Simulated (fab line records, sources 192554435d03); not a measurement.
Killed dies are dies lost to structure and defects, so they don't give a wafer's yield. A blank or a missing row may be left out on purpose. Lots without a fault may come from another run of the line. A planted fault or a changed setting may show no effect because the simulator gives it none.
fab line records | flow n5_finfet
record lots=10 wafers=29 last_day=19
route steps=1938 shown SD_EPI_N@270 SD_EPI_P@305 PASSIVATION@1936
lots that met no fault: from a run of the same line without faults
start_h: hours from the record's first day to the start of the lot's first wafer shown | wait_h: hours since the lot's step before | " the same as in the row above | L1.1+2: a row that stands for several wafers | - no value, or no start given | * or withheld: withheld | < > ~ a bound
route shown NAME@n: a module of which the file shows steps, and the number in the route of the first | usual: mean/standard deviation of fault-free wafers | same: alike in all rows | chamber/n: place in a boat | sites: the reading at each site | _std_site: their standard deviation | _edge_site: outer sites' mean less inner sites' | radius_mm: how far each site lies from the wafer's centre | mask NAME#n: copy n | behind: the tool/chamber that last shaped the wafer | hold: why the lot was held/for how many hours/how that ended | device: the transistor (n, p or np) that didn't switch | end of line: the same wafers' tests at the end of the route | a step without rows: its recipe alone | killed: dies lost to structure and defects at the first sort, not the wafer's yield | map: a wafer's dies, x killed, . not, _ none there
set.NAME: the setting as run; set.NAME@STEP: as run at that earlier step | model.NAME: the simulator's own value behind a step, which no gauge read
steps of the route over a sample of lots; a table a step, a row a wafer
services: from which hour (start_h, from the record's first day; less than 0 if before it) a tool's chamber was out of use, for how many hours, and why
## steps
# step N5_SD_EPI_N_CD_MEAS_09
# recipe target_cd_nm=120 landing_energy_ev=500 detector=se_inlens
# usual cd_nm=119.9/0.88
# columns lot.wafer tool chamber start_h wait_h cd_nm
L160.2 cd_sem-03 0 50.47 - 121.5
L160.4 " 0 " " 120.8
L160.5 " 0 " " 120.4
L162.1 cd_sem-01 0 67.88 - 119.2
L162.2 " 0 " " 120.7
L162.6 " 0 " " 118.4
L164.1 cd_sem-03 0 72.84 - 119.7
L164.2 " 0 " " 119.7
L164.6 " 0 " " 120.6
L166.1 cd_sem-01 0 86.27 - 119.8
L166.2 " 0 " " 121.0
L166.6 " 0 " " 120.7
L169.1 cd_sem-02 0 107.92 - 119.4
L169.2 " 0 " " 120.3
L171.1 cd_sem-03 0 123.70 - 120.0
L171.2 " 0 " " 119.2
L171.6 " 0 " " 120.0
L172.4 cd_sem-02 0 127.16 - 119.9
L172.5 " 0 " " 120.4
L172.6 " 0 " " 122.1
L179.1 cd_sem-02 0 164.96 - 120.2
L179.4 " 0 " " 117.6
L179.5 " 0 " " 120.0
L180.2 cd_sem-03 0 170.77 - 120.4
L180.5 " 0 " " 119.0
L180.6 " 0 " " 120.2
L182.4 cd_sem-02 0 182.70 - 119.2
L182.5 " 0 " " 120.0
L182.6 " 0 " " 118.9
# step N5_SD_EPI_N_STRIP_38
# recipe chemistry=N2/H2 power_w=1000 temp_c=250 h2_frac=0.65 overash_fraction=0.3 pressure_mtorr=withheld n2_flow_sccm=1750 h2_flow_sccm=3250
# usual drypump_motor_current_A=5.2/0.32 heater_power_w=333/40 oes_product_au=0.760/0.011
# columns lot.wafer tool chamber start_h wait_h drypump_motor_current_A heater_power_w oes_product_au rf_hours_counter_h
L160.2 plasma_asher-01 0 51.45 0.1 4.9 369 0.756 77
L160.4 " 1 " " 4.9 327 0.762 -
L160.5 " 1 " " 4.9 336 0.760 -
L162.1 plasma_asher-01 1 68.75 0.1 5.0 339 0.761 79
L162.2 " 0 " " 4.9 368 0.768 79
L162.6 " 0 " " 4.9 365 0.760 -
L164.1 plasma_asher-02 0 73.71 0.1 5.7 359 0.761 37
L164.2 " 1 " " 5.4 258 0.770 37
L164.6 " 0 " " 5.7 363 0.737 -
L166.1 plasma_asher-01 0 87.14 0.1 4.9 373 0.762 84
L166.2 " 1 " " 4.9 338 0.747 84
L166.6 " 1 " " 4.9 335 0.767 -
L169.1 plasma_asher-02 0 108.79 0.1 5.7 352 0.738 44
L169.2 " 1 " " 5.4 266 0.751 44
L171.1 plasma_asher-02 0 124.57 0.1 5.7 354 0.761 48
L171.2 " 1 " " 5.4 264 0.767 48
L171.6 " 0 " " 5.7 368 0.780 -
L172.4 plasma_asher-01 1 128.04 0.1 4.9 339 0.755 -
L172.5 " 1 " " 4.9 345 0.779 -
L172.6 " 0 " " 4.9 373 0.762 -
L179.1 plasma_asher-01 0 165.83 0.1 4.9 368 0.761 98
L179.4 " 1 " " 4.9 331 0.769 -
L179.5 " 0 " " 4.9 355 0.735 -
L180.2 plasma_asher-01 0 171.93 0.1 4.9 365 0.738 102
L180.5 " 0 " " 4.9 367 0.753 -
L180.6 " 1 " " 5.0 335 0.769 -
L182.4 plasma_asher-01 1 183.59 0.1 5.0 328 0.781 -
L182.5 " 1 " " 4.9 336 0.739 -
L182.6 " 0 " " 4.9 371 0.754 -
# step N5_SD_EPI_N_PRECLEAN_49
# recipe chemistry=NF3:NH3 afs_cycles=1 temp_c=30 time_s=20 sublimation_temp_c=180 sublimation_time_s=60 pressure_torr=3 rf_power_w=30
# usual rf_power_w=30.00/0.094
# columns lot.wafer tool chamber start_h wait_h rf_power_w
L160.2 remote_plasma-01 0 54.19 0.1 29.95
L160.4 " 0 " " 30.07
L160.5 " 0 " " 29.96
L162.1 remote_plasma-02 1 72.20 0.0 29.86
L162.2 " 1 " " 29.97
L162.6 " 1 " " 29.92
L164.1 remote_plasma-02 0 77.16 0.0 30.13
L164.2 " 0 " " 29.94
L164.6 " 0 " " 29.96
L166.1 remote_plasma-02 1 89.85 0.0 29.91
L166.2 " 1 " " 29.99
L166.6 " 1 " " 29.90
L169.1 remote_plasma-02 1 112.24 0.0 29.98
L169.2 " 1 " " 29.93
L171.1 remote_plasma-02 0 129.01 0.0 29.93
L171.2 " 0 " " 30.00
L171.6 " 0 " " 30.00
L172.4 remote_plasma-02 1 130.82 0.1 29.99
L172.5 " 1 " " 29.80
L172.6 " 1 " " 30.07
L179.1 remote_plasma-01 0 170.29 0.0 29.72
L179.4 " 0 " " 29.96
L179.5 " 0 " " 29.87
L180.2 remote_plasma-02 0 175.41 0.1 30.08
L180.5 " 0 " " 30.12
L180.6 " 0 " " 30.00
L182.4 remote_plasma-02 1 187.11 0.1 29.93
L182.5 " 1 " " 30.06
L182.6 " 1 " " 29.92
# step N5_SD_EPI_N_INSPECT_26
# recipe inspect_instrument=darkfield mode=post_epi
# usual raw_defect_count=205/40
# columns lot.wafer tool chamber start_h wait_h raw_defect_count
L160.2 defect_inspect-02 - 55.07 0.1 188
L160.4 " - " " 178
L160.5 " - " " 167
L162.1 defect_inspect-01 - 72.65 0.1 212
L162.2 " - " " 224
L162.6 " - " " 200
L164.1 defect_inspect-01 - 77.61 0.1 290
L164.2 " - " " 254
L164.6 " - " " 193
L166.1 defect_inspect-02 - 90.41 0.1 236
L166.2 " - " " 238
L166.6 " - " " 230
L169.1 defect_inspect-02 - 112.69 0.1 177
L169.2 " - " " 288
L171.1 defect_inspect-02 - 129.46 0.1 177
L171.2 " - " " 193
L171.6 " - " " 168
L172.4 defect_inspect-02 - 131.20 0.2 264
L172.5 " - " " 243
L172.6 " - " " 339
L179.1 defect_inspect-02 - 170.74 0.1 230
L179.4 " - " " 209
L179.5 " - " " 171
L180.2 defect_inspect-02 - 175.85 0.1 465
L180.5 " - " " 477
L180.6 " - " " 456
L182.4 defect_inspect-01 - 188.96 0.1 480
L182.5 " - " " 432
L182.6 " - " " 457
# step N5_SD_EPI_P_INSPECT_11
# recipe mode=adi inspect_instrument=macro
# usual raw_defect_count=2.1/1.4
# columns lot.wafer tool chamber start_h wait_h raw_defect_count
L160.2 defect_inspect-01 - 55.40 0.0 1
L160.4 " - " " 2
L160.5 " - " " 0
L162.1 defect_inspect-01 - 73.10 0.0 4
L162.2 " - " " 2
L162.6 " - " " 1
L164.1 defect_inspect-01 - 78.06 0.0 4
L164.2 " - " " 0
L164.6 " - " " 2
L166.1 defect_inspect-01 - 90.74 0.0 3
L166.2 " - " " 2
L166.6 " - " " 3
L169.1 defect_inspect-02 - 113.02 0.0 3
L169.2 " - " " 1
L171.1 defect_inspect-01 - 129.91 0.0 0
L171.2 " - " " 1
L171.6 " - " " 4
L172.4 defect_inspect-02 - 131.65 0.0 0
L172.5 " - " " 5
L172.6 " - " " 1
L179.1 defect_inspect-01 - 171.07 0.0 3
L179.4 " - " " 1
L179.5 " - " " 0
L180.2 defect_inspect-01 - 176.18 0.0 >300
L180.5 " - " " 281
L180.6 " - " " 255
L182.4 defect_inspect-02 - 189.42 0.0 265
L182.5 " - " " 292
L182.6 " - " " 284
# step N5_SD_EPI_P_ETCH_36
# recipe chemistry=CF4 target=SiARC target_depth_a=455 mask_material=CAR-ArF-block time_s=75.8 ion_energy_ev=80 pressure_mtorr=40 source_w=545 bias_w=36 Ar_flow_sccm=100 cf4_flow_sccm=100 ends=cleared
# usual drypump_motor_current_A=5.6/0.42 etch_rf_on_time_s=76.3/2.3 mfc_ar_sccm=99.96/0.3 oes_product_au=0.67/0.09 rf_vpp_V=184.3/1.1 showerhead_plenum_p_Torr=2.16/0.067 throttle_valve_pct=15.6/0.33
# columns lot.wafer tool chamber start_h wait_h drypump_motor_current_A etch_rf_on_time_s mfc_ar_sccm oes_product_au rf_hours_counter_h rf_vpp_V showerhead_plenum_p_Torr throttle_valve_pct
L160.2 rie_diel-05 1 55.63 0.0 5.6 78.8 99.99 0.61 176 184.4 2.11 15.6
L160.4 " 2 " " 5.7 75.0 99.38 0.61 238 183.8 2.10 15.6
L160.5 " 3 " " 5.3 72.6 100.18 0.62 - 183.5 2.12 15.9
L162.1 rie_diel-04 3 73.38 0.0 5.0 80.9 100.66 0.56 249 185.1 2.19 15.6
L162.2 " 0 " " 5.3 75.0 99.74 0.58 231 182.8 2.02 15.4
L162.6 " 3 " " 5.0 80.9 100.11 0.56 - 184.9 2.19 15.6
L164.1 rie_diel-02 2 78.75 0.0 5.6 74.5 100.03 0.62 214 182.5 2.13 16.0
L164.2 " 0 " " 6.0 80.2 99.80 0.63 159 184.9 2.15 15.7
L164.6 " 2 " " 5.7 74.4 99.75 0.61 - 185.5 2.13 16.1
L166.1 rie_diel-04 3 90.81 0.0 5.0 76.6 100.03 0.84 1 184.2 2.19 15.0
L166.2 " 2 " " 4.9 73.3 100.02 0.73 59 183.7 2.17 15.5
L166.6 " 0 " " 5.3 76.2 99.84 0.57 - 184.1 2.02 15.4
L169.1 rie_diel-02 1 113.09 0.0 5.9 79.1 100.44 0.62 161 184.8 2.22 15.8
L169.2 " 2 " " 5.6 74.8 100.01 0.61 225 184.4 2.13 16.1
L171.1 rie_diel-05 2 129.98 0.0 5.8 75.2 100.31 0.85 1 184.7 2.09 15.2
L171.2 " 1 " " 5.5 80.3 99.88 0.59 196 184.8 2.11 15.6
L171.6 " 3 " " 5.3 73.6 99.72 0.60 - 184.9 2.11 15.9
L172.4 rie_diel-05 2 131.72 0.0 5.8 74.6 99.33 0.86 1 183.4 2.09 15.2
L172.5 " 2 " " 5.7 74.5 99.60 0.86 - 183.5 2.09 15.2
L172.6 " 1 " " 5.5 79.2 99.50 0.59 - 183.2 2.11 15.6
L179.1 rie_diel-05 1 171.14 0.0 5.5 79.9 99.96 0.58 208 182.4 2.10 15.6
L179.4 " 3 " " 5.3 74.7 100.11 0.59 236 183.5 2.10 16.0
L179.5 " 2 " " 5.7 74.8 99.83 0.81 - 182.3 2.09 15.2
L180.2 rie_diel-05 3 176.25 0.0 5.3 72.9 100.02 0.60 237 184.7 2.10 16.0
L180.5 " 2 " " 5.8 74.5 99.85 0.81 - 182.4 2.09 15.2
L180.6 " 3 " " 5.3 73.4 100.06 0.59 - 183.4 2.10 16.0
L182.4 rie_diel-04 2 189.48 0.0 4.9 74.4 99.85 0.70 89 184.4 2.16 15.5
L182.5 " 3 " " 5.0 78.4 100.27 0.75 - 185.0 2.18 15.1
L182.6 " 0 " " 5.3 77.4 99.96 0.79 - 186.0 2.26 15.0
# step N5_PASSIVATION_PROBE_49
# usual killed_at_M0_to_M3=33/11 killed_at_M4_up=13/5.2 killed_at_contacts=11/5.7 killed_at_front_end=39/11 killed_at_other=4/3 killed_dies=101/20 killed_open=66/15 killed_short=33/8.4
# same gross_dies=1180 killed_at_back_side=0
# columns lot.wafer tool chamber start_h wait_h killed_at_M0_to_M3 killed_at_M4_up killed_at_contacts killed_at_front_end killed_at_other killed_dies killed_open killed_short
L180.2 prober-01 - 386.72 0.1 24 15 7 142 5 193 65 28
L180.5 prober-01 - 386.87 0.2 32 7 9 135 7 190 50 34
L180.6 prober-01 - 386.92 0.3 33 6 19 123 4 185 60 27
L182.4 prober-02 - 447.96 0.2 27 16 16 119 3 181 70 40
L182.5 prober-02 - 448.01 0.2 23 17 20 95 2 157 48 31
L182.6 prober-02 - 448.06 0.3 20 16 3 119 14 172 58 31
# killed by level:class
L180.2 SD_EPI_N:unspecified=99 BEOL_M3:geometric_particle:open=9 STI_FIN_REVEAL:geometric_particle:open=8 GATE_CUT:geometric_particle:short=8 FIN_SAQP:geometric_particle:open=7 GATE_CUT:geometric_particle:open=6 MOL_CONTACT_COAG:geometric_particle:open=6 FIN_SAQP:geometric_particle:short=5
L180.5 SD_EPI_N:unspecified=104 BEOL_M0_SAQP:geometric_particle:short=9 BEOL_M3:geometric_particle:open=9 FIN_SAQP:geometric_particle:open=8 GATE_CUT:geometric_particle:short=8 MOL_CONTACT_COAG:geometric_particle:open=6 FIN_SAQP:geometric_particle:short=5 BEOL_M0_SAQP:geometric_particle:open=5
L180.6 SD_EPI_N:unspecified=97 MOL_CONTACT_COAG:geometric_particle:open=15 BEOL_M3:geometric_particle:open=10 BEOL_M3:geometric_particle:short=7 BEOL_M0_SAQP:geometric_particle:open=6 FIN_SAQP:geometric_particle:open=5 STI_FIN_REVEAL:geometric_particle:open=5 BEOL_M2:geometric_particle:open=5
L182.4 SD_EPI_N:unspecified=67 FIN_SAQP:geometric_particle:open=17 MOL_CONTACT_COAG:geometric_particle:open=14 FIN_SAQP:geometric_particle:short=13 BEOL_M3:geometric_particle:open=8 BEOL_M0_SAQP:geometric_particle:short=7 STI_FIN_REVEAL:geometric_particle:open=5 DUMMY_GATE:geometric_particle:open=5
L182.5 SD_EPI_N:unspecified=74 MOL_CONTACT_COAG:geometric_particle:open=17 BEOL_M0:geometric_particle:short=7 FIN_SAQP:geometric_particle:short=5 FIN_SAQP:geometric_particle:open=4 MOL_CONTACT_COAG:geometric_particle:short=3 BEOL_M0_SAQP:geometric_particle:short=3 BEOL_M3:geometric_particle:open=3
L182.6 SD_EPI_N:unspecified=81 FIN_SAQP:geometric_particle:open=11 STI_FIN_REVEAL:geometric_particle:open=8 GATE_CUT:geometric_particle:short=6 BEOL_M3:geometric_particle:open=5 BEOL_M4:geometric_particle:open=5 FIN_SAQP:geometric_particle:short=4 BEOL_M2:geometric_particle:open=4
## services
# columns tool chamber start_h hours kind
rie_diel-02 3 54.77 - clean
rie_diel-04 0 61.47 8.6 repair
rie_diel-05 1 68.25 16.4 repair
rie_diel-05 - 69.73 15.6 pm
rie_diel-04 3 75.44 - clean
rie_diel-04 3 75.44 - consumable_replace:focus_ring
rie_diel-04 3 75.44 12.3 scheduled_down
rie_diel-04 3 75.44 12.3 vent_cycle
rie_diel-04 2 79.75 5.4 repair
rie_diel-05 2 111.34 - clean
rie_diel-05 2 111.34 - consumable_replace:focus_ring
rie_diel-05 2 111.34 15.7 scheduled_down
rie_diel-05 2 111.34 15.7 vent_cycle
rie_diel-04 0 124.66 - clean
rie_diel-04 0 124.66 - consumable_replace:focus_ring
rie_diel-04 0 124.66 - consumable_replace:showerhead
rie_diel-04 0 124.66 17.3 scheduled_down
rie_diel-04 0 124.66 17.3 vent_cycle
plasma_asher-02 - 134.18 1.1 repair
rie_diel-02 0 137.14 1.7 repair
rie_diel-05 0 139.20 12.1 repair
plasma_asher-02 - 163.55 28.1 pm
rie_diel-02 2 167.26 2.7 repair
rie_diel-04 3 171.42 1.6 repair
## key
first_sign step=N5_SD_EPI_N_INSPECT_26 reading=raw_defect_count direction=up sigmas=6.4 usual=205 struck=461
effect step=N5_SD_EPI_P_INSPECT_11 reading=raw_defect_count direction=up sigmas=99+ usual=2.1 struck=>279.5
effect step=N5_PASSIVATION_PROBE_49 reading=killed_at_front_end direction=up sigmas=7.5 usual=39 struck=122
more_kills_born_at N5_SD_EPI_N_PRECLEAN_49@remote_plasma-02=522
met_at N5_SD_EPI_N_PRECLEAN_49
struck_lots L180,L182
tester_left_out L180,L182
not_acting_at N5_SD_EPI_N_CD_MEAS_09,N5_SD_EPI_N_STRIP_38,N5_SD_EPI_P_ETCH_36
onset_between 130.82 175.41
also_fits time
fault kind=chamber_particle_source tool=remote_plasma-02 chamber=- onset_h=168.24 steps=N5_SD_EPI_N_PRECLEAN_49 rate_per_visit_cm2=0.44963 end_h=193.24
# tester_left_out: of these lots the tester's yield and bins aren't shown, on N5 and GAA mostly nor the transistor test; their killed dies are dies lost to structure and defects alone, not to doping, threshold or leakage, so they don't give the yield
